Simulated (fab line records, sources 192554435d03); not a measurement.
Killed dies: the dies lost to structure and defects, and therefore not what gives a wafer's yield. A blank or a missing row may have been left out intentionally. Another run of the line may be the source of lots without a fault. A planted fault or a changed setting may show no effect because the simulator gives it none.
Struck lot and sound lot, side by side :: flow n5Finfet :: 38 steps out of a route of 1938
Sound: the wafers L738.1, L738.3, L738.6. Wafers L731.1, L731.4, L731.5 were the ones struck. At the end, the cause is stated.
Each step with rows lists, per side, the tool, then ch with its chambers, then its first start. Under that, the readings that differ: sound wafers :: struck wafers :: difference of the means :: sigmas: that difference in standard deviations of wafers without a fault.
alike: words and numbers the same on both sides, and readings whose means are apart by under 2 such deviations; not compared: readings that were withheld, readings missing a value for some wafer, numbers with overlapping values and no deviation given by the record, and bounds like >300 which may hide the same value.
The two part at a step that has a row with sigmas, a row that says differs or no value, or rows on one side only. Numbers that don't overlap but have no deviation are shown without sigmas and don't part them. A reading that every wafer of one side lacks parts them only if that side has two wafers or more.

first, 9 steps without rows for these wafers: N5_BEOL_M4_ANNEAL_95 (time 240 s); N5_BEOL_M4_SPUTTER_96 (material Cu, target thk 4.5 nm, time 8.29 s); N5_BEOL_M4_ECD_50 (material Cu, target thk 300 nm); N5_BEOL_M4_ANNEAL_51 (time 90 s); N5_BEOL_M4_CMP_52 (polishes, stops on SiOC, t overpolish 6.8 s, target thk 40 nm); N5_BEOL_M4_PRE_CLEAN_60 (time 15 s); N5_BEOL_M4_CO_CAP_55 (material Co, precursor CCTBA/H2, target thk 2 nm, time 102.1 s); N5_BEOL_M4_PRE_CLEAN_56 (time 15 s); N5_BEOL_M4_DEP_57 (deposits SiCN from 3MS/NH3, target thk 8 nm, time 14 s).
N5_BEOL_M4_RC_MEAS_101:
  sound on prober-02 ch 0, day 12 10:30; struck on prober-02 ch 0, day 11 02:26
reading: IOFF_P (nA/um)
sound: 0.21 0.21 0.21
struck: 0.39 0.25 0.32
difference: +0.11
sigmas: +2

reading: VT_P (mV)
sound: -252 -251 -252
struck: -241 -245 -240
difference: +10
sigmas: +3
  alike: DIBL_N, DIBL_P, IOFF_N, ION_N, ION_P, SS_N, SS_P, VT_N
then, 24 steps without rows for these wafers: N5_BEOL_M5_ILD_DEP_00 (deposits SiCOH lowk from DEMS/porogen, target thk 140.64 nm, time 25.9 s); N5_BEOL_M5_CURE_79 (cures SiCOH lowk, time 240 s); N5_BEOL_M5_PECVD_70 (deposits SiO2 from TEOS/O2, target thk 16 nm, time 18 s); N5_BEOL_M5_HM_DEP_02 (deposits TiN, target thk 20 nm); N5_BEOL_M5_COAT_59 (time 60 s, resist thk 60 nm); N5_BEOL_M5_COAT_60 (time 60 s, resist thk 12 nm); N5_BEOL_M5_COAT_71 (time 60 s, resist thk 5 nm); N5_BEOL_M5_COAT_05 (resist thk 30 nm); N5_BEOL_M5_EBR_07; N5_BEOL_M5_SOFTBAKE_06 (time 60 s); N5_BEOL_M5_EXPOSE_08 (exposes mask M5, target cd 28 nm); N5_BEOL_M5_PEB_09 (peb time 60 s); N5_BEOL_M5_DEVELOP_10 (develop time 30 s); N5_BEOL_M5_DESCUM_16 (chemistry O2, time 7 s); N5_BEOL_M5_ETCH_72 (etches underlayer in N2/H2, target depth 6.5 nm, time 5.2 s); N5_BEOL_M5_ETCH_61 (etches SiARC in CF4, target depth 15.6 nm, time 26 s); N5_BEOL_M5_ETCH_62 (etches SOC in N2/H2, target depth 75 nm, overetch 15 nm, time 112.5 s); N5_BEOL_M5_STRIP_63 (strips in N2/H2); N5_BEOL_M5_STRIP_73 (strips in N2/H2); N5_BEOL_M5_STRIP_64 (strips in CF4); N5_BEOL_M5_HM_OPEN_17 (chemistry Cl2/BCl3, target TiN, target depth 20 nm, overetch 6 nm); N5_BEOL_M5_STRIP_19 (strips in O2); N5_BEOL_M5_COAT_65 (time 60 s, resist thk 60 nm); N5_BEOL_M5_COAT_66 (time 60 s, resist thk 12 nm).
N5_BEOL_M6_ILD_DEP_00: deposits SiCOH lowk from DEMS/porogen, target thk 179.75 nm, time 33.4 s.
  sound on pecvd-01 ch 0,2, day 13 01:45; struck on pecvd-02 ch 0,1, day 11 14:40
reading: model.SiCOH_lowk_of_BEOL_M6_ILD_DEP_00.thkNm (nm)
sound: 177.8 179.4 182.6
struck: 298 306.4 304.6
difference: +123
sigmas: 
  alike: heaterPowerW, showerheadPlenumPTorr, susceptorTempC, throttleValvePct
N5_BEOL_M6_THK_MEAS_01:
  sound: filmMetro-01 at day 13 02:22; struck: filmMetro-01 at day 11 15:15
reading: M6_ILD_THK (nm)
sound: 153.3 154.7 157.6
struck: 258.6 266.1 264.5
difference: +107.9
sigmas: +45
N5_BEOL_M6_CMP_52: polishes, stops on SiCOH lowk, t overpolish 6.9 s, target thk 80 nm.
  sound on cmp-02 ch 0,1,2, day 13 08:10; struck on cmp-03 ch 0,2,3, day 11 23:37
reading: model.SiCOH_lowk_of_BEOL_M6_ILD_DEP_00.thkNm (nm)
sound: 150.4 151.8 154.6
struck: 255.8 263 261.6
difference: +107.9
sigmas: 
  alike: motorCurrentA
-- record jumps: 4 days separate the struck wafers' starts on either side; left off in module BEOL_M6, taken up again in module PASSIVATION, whose first shown step is the route's number 1936 --
N5_PASSIVATION_PROBE_49:
  sound: prober-02 at day 16 21:43; struck: prober-02 at day 15 20:04
reading: defectLimitedYield (%)
sound: 90.7 90.4 88.2
struck: 0 0 0
difference: -90
sigmas: -60

reading: killed_at_M4_up
sound: 5 17 21
struck: 1065 1062 1060
difference: +1048
sigmas: +99 or more

reading: killedDies
sound: 110 113 139
struck: 1180 1180 1180
difference: +1059
sigmas: +59

reading: killedOnRim
sound: 24 13 13
struck: 152 152 152
difference: +135
sigmas: +31

reading: sort_bin_5_function (%)
sound: 5.7 5.0 6.8
struck: 96.2 95.8 95.4
difference: +90.0
sigmas: +91

reading: sortNPass
sound: 1070 1067 1041
struck: 0 0 0
difference: -1059
sigmas: -59

reading: sortYieldPct (%)
sound: 90.7 90.4 88.2
struck: 0 0 0
difference: -90
sigmas: -60
  alike: killed_at_M0_to_M3, killedAtContacts, killedAtFrontEnd, killedAtOther, killedOpen, killedShort, sort_bin_6_memory

## WHERE THEY PART
Last at N5_PASSIVATION_PROBE_49 as far as this record goes, first at N5_BEOL_M4_RC_MEAS_101.

WHY: what the simulator had put in
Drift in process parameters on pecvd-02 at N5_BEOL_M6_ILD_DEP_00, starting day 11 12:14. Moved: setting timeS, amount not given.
